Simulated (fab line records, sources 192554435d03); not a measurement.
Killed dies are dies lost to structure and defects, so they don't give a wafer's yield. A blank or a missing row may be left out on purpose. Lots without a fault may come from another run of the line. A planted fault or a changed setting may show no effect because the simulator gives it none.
Problem report in the 8D (eight disciplines) form, filled by code | flow n5_finfet | the parts of the form that need people (team, actions taken, sign-off) are left out

1. THE PROBLEM
bias_w at N5_BEOL_M15_ETCH_61 reads a mean of 166.3 W on 1 wafer of 1 lot; wafers without a fault read 150.0 W with a standard deviation of 0.47. That is +35 standard deviations from the usual mean.
The step: etches BARC in N2/H2, target depth 89 nm, overetch 26.7 nm, time 67.9 s.
First seen on wafer L224.3, day 14 18:33, on rie_diel-03. The record holds 32 wafers of 11 lots with a number at this step. Rule for "out", or "out of limits": more than 4 standard deviations from the usual mean. The other wafers with a number count as sound.

2. WHAT IT IS AND WHAT IT IS NOT
question                    | is                | is not
which readings at this step | bias_w, rf_vpp_V  | drypump_motor_current_A, oes_product_au, showerhead_plenum_p_Torr, throttle_valve_pct
which lots                  | L224              | L212, L214, L216, L217, L219, L229, L232, L233, L234, L235
which wafers of those lots  | L224.3            | L224.1, L224.4
read on which tools         | rie_diel-03       | rie_diel-04, rie_diel-05
when                        | from day 14 18:33 | up to then (17 sound wafers); but 14 sound wafers of L229, L232, L233, L234, L235 came after

3. SUSPECTS, AND WHAT RULES EACH OUT
Counting: a tool at a process step up to the reading stays a suspect if it ran every lot that is out. Sound lots after the first of them don't rule it out here, since some wafers of a struck lot are sound.
- pecvd-03 at N5_BEOL_M14_DEP_53 (deposits SiCN from 3MS/NH3, target thk 50 nm, time 17.8 s): kept. It ran the lot that is out, L224 (day 14 15:56); its last sound lot up to then is L219 (day 12 13:56).
- rie_diel-03 at N5_BEOL_M15_ETCH_61 (etches BARC in N2/H2, target depth 89 nm, overetch 26.7 nm, time 67.9 s): kept. It ran the lot that is out, L224 (day 14 18:33); its last sound lot up to then is L216 (day 12 05:35). Its own readings are out on those wafers: bias_w, rf_vpp_V.
- Within pecvd-03 at N5_BEOL_M14_DEP_53: the wafers that are out ran in chamber 2; their sound lot-mates ran in chamber 1.
- Within rie_diel-03 at N5_BEOL_M15_ETCH_61: the wafers that are out ran in chamber 1; their sound lot-mates ran in chambers 2, 3.
Left after counting: pecvd-03 at N5_BEOL_M14_DEP_53, rie_diel-03 at N5_BEOL_M15_ETCH_61.

4. THE CAUSE (what the simulator had put in)
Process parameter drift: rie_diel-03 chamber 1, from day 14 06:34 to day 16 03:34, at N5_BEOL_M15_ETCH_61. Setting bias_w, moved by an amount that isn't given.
Counting left 2 suspects, and this tool is among them.

5. THE CHAIN OF EFFECTS, in route order
Each row: a reading whose mean over the struck wafers that have a number lies more than 3 standard deviations from the usual. Only readings for which the record gives a usual standard deviation are gone through. hours: the time from each lot's start at the first step in this table that gives one to its start at this step, as a median over the lots. sigmas: the change in usual standard deviations.
hours | step                | reading  | usual   | on struck wafers | change | sigmas
0     | N5_BEOL_M15_ETCH_61 | bias_w   | 150.0 W | 166.3            | +16.3  | +35
0     | N5_BEOL_M15_ETCH_61 | rf_vpp_V | 523.9 V | 562.2            | +38.3  | +14
The process steps in it:
- N5_BEOL_M15_ETCH_61: etches BARC in N2/H2, target depth 89 nm, overetch 26.7 nm, time 67.9 s.

6. WHAT WOULD HAVE CAUGHT IT SOONER
In this record the first reading out of limits was taken at day 14 18:33, 12 hours after the fault began at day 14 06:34.
